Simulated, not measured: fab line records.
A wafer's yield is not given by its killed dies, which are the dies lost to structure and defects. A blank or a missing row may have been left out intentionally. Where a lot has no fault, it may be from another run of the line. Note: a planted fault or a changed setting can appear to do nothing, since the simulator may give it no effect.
Chamber matching | flow n5Finfet | pecvd-02 running N5_BEOL_M5_ILD_DEP_00: 3 sister chambers
The step deposits SiCOH lowk from DEMS/porogen, target thk 140.64 nm, time 25.9 s. 20 wafers are shown with their chamber, then 10 later ones without.

WAFERS WITH THEIR CHAMBER
wafer  | chamber | heaterPowerW (W) | throttleValvePct (%) | showerheadPlenumPTorr (Torr)
L074.3 | 0       | 291              | 14.2                 | 5.759
L074.5 | 2       | 193              | 13.9                 | 5.757
L074.6 | 0       | 291              | 14.1                 | 5.736
L080.1 | 2       | 213              | 13.8                 | 5.738
L080.3 | 0       | 287              | 14.3                 | 5.764
L080.6 | 1       | 282              | 13.7                 | 5.733
L087.1 | 2       | 223              | 12.3                 | 5.740
L087.4 | 0       | 291              | 14.4                 | 5.764
L087.5 | 1       | 283              | 13.7                 | 5.719
L085.1 | 1       | 280              | 13.8                 | 5.721
L085.2 | 0       | 286              | 14.4                 | 5.749
L085.5 | 1       | 284              | 13.5                 | 5.733
L088.2 | 1       | 274              | 13.9                 | 5.728
L088.4 | 1       | 284              | 13.7                 | 5.721
L088.5 | 0       | 261              | 14.5                 | 5.769
L089.1 | 1       | 235              | 13.8                 | 5.729
L089.5 | 1       | 239              | 13.7                 | 5.742
L089.6 | 2       | 224              | 12.5                 | 5.748
L090.3 | 1       | 247              | 13.7                 | 5.734
L090.4 | 0       | 256              | 14.6                 | 5.754

SIGNATURES (means of the wafers above)
reading               | chamber 0 | chamber 1 | chamber 2 | scatter within a chamber
heaterPowerW          | 280.43    | 267.56    | 213.25    | 18
throttleValvePct      | 14.357    | 13.722    | 13.125    | 0.376
showerheadPlenumPTorr | 5.75643   | 5.72889   | 5.74575   | 0.0092
Rule: for each reading, subtract the chamber's mean from the wafer's reading, divide by that reading's scatter and square the result; add these up over the readings and take the root, which gives the wafer's distance from the chamber. The wafer belongs to the nearest chamber; if the next one is less than 2 further off, it can't be placed. The scatter: take each reading less its chamber's mean, square it, sum over the shown wafers, divide by the number of wafers less the number of chambers, and take the root.

WAFERS WHOSE CHAMBER IS MISSING
wafer  | heaterPowerW (W) | throttleValvePct (%) | showerheadPlenumPTorr (Torr)
L090.6 | 264              | 12.5                 | 5.746
L091.1 | 226              | 13.4                 | 5.721
L091.5 | 247              | 12.3                 | 5.753
L091.6 | 242              | 13.8                 | 5.721
L093.1 | 255              | 12.6                 | 5.752
L093.4 | 237              | 14.2                 | 5.744
L093.6 | 282              | 14.1                 | 5.727
L097.1 | 249              | 12.4                 | 5.759
L097.5 | 277              | 14.4                 | 5.767
L097.6 | 250              | 12.6                 | 5.742

CHAMBER TAKEN BY EACH
wafer  | from the rows above          | in truth
L090.6 | can't be placed: 2 or 1 or 0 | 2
L091.1 | can't be placed: 1 or 2      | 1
L091.5 | can't be placed: 2 or 1      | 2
L091.6 | can't be placed: 1 or 2      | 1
L093.1 | can't be placed: 2 or 1      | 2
L093.4 | can't be placed: 1 or 0 or 2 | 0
L093.6 | can't be placed: 1 or 0      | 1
L097.1 | can't be placed: 2 or 1      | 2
L097.5 | 0                            | 0
L097.6 | can't be placed: 2 or 1      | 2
1 of 10 placed correctly. Not placeable from these rows: 9 (in 9, the candidates include the true chamber). 0 placed wrongly.
